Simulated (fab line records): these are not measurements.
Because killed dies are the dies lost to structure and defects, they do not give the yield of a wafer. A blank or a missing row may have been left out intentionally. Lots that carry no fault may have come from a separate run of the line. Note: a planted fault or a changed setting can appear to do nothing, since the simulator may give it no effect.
Chamber matching | flow nand harc | rie diel-11 running NHARC_P_STI_DESCUM_14: 4 sister chambers
The step chemistry O2, time 3 s. 14 wafers are shown with their chamber, then 7 later ones without.

## WAFERS PAIRED WITH THEIR CHAMBERS
wafer  | chamber | showerhead plenum p Torr (Torr) | drypump motor current A (A) | oes product au (a.u.)
L079.2 | 1       | 2.02                            | 6.5                         | 0.990
L079.4 | 2       | 1.95                            | 5.9                         | 1.000
L079.5 | 3       | 2.02                            | 6.2                         | 1.008
L080.1 | 1       | 2.02                            | 6.5                         | 1.007
L080.2 | 2       | 1.95                            | 5.9                         | 1.011
L080.6 | 0       | 1.88                            | 5.8                         | 0.994
L082.3 | 2       | 1.95                            | 6.0                         | 1.001
L082.4 | 0       | 1.88                            | 5.8                         | 0.984
L082.5 | 3       | 2.01                            | 6.2                         | 1.007
L086.1 | 1       | 2.02                            | 6.5                         | 1.005
L086.3 | 3       | 2.01                            | 6.2                         | 1.015
L086.4 | 0       | 1.88                            | 5.8                         | 0.986
L087.1 | 0       | 1.88                            | 5.8                         | 0.985
L087.2 | 3       | 2.01                            | 6.2                         | 1.009

SIGNATURES, as means of the wafers listed above
reading                  | chamber 0 | chamber 1 | chamber 2 | chamber 3 | scatter within a chamber
showerhead plenum p Torr | 1.8800    | 2.0200    | 1.9500    | 2.0125    | 0.00274
drypump motor current A  | 5.800     | 6.500     | 5.933     | 6.200     | 0.0258
oes product au           | 0.98725   | 1.00067   | 1.00400   | 1.00975   | 0.0059
Rule: for a wafer and a chamber, the distance is found by dividing, reading by reading, the gap between the wafer's reading and the chamber's mean by the reading's scatter, squaring, summing and taking the root. If the next closest chamber is less than 2 further off than the closest, the wafer can't be placed; otherwise it belongs to the closest. The scatter is the square root of a quotient: the sum, over the shown wafers, of each reading's squared deviation from its chamber's mean, divided by wafers minus chambers.

## WAFERS WITHOUT THEIR CHAMBER
wafer  | showerhead plenum p Torr (Torr) | drypump motor current A (A) | oes product au (a.u.)
L087.3 | 1.95                            | 6.0                         | 0.988
L096.1 | 1.95                            | 5.9                         | 1.001
L096.4 | 2.01                            | 6.2                         | 1.028
L096.6 | 1.88                            | 5.8                         | 0.989
L097.1 | 1.88                            | 5.8                         | 0.990
L097.3 | 2.02                            | 6.4                         | 0.995
L097.5 | 1.88                            | 5.8                         | 0.995

## WHICH CHAMBER EACH ONE RAN IN
wafer  | from the rows above | in truth
L087.3 | 2                   | 2
L096.1 | 2                   | 2
L096.4 | 3                   | 3
L096.6 | 0                   | 0
L097.1 | 0                   | 0
L097.3 | 1                   | 1
L097.5 | 0                   | 0
Correct placement for 7 of the 7. Left unplaced by these rows: 0. 0 placed wrongly.
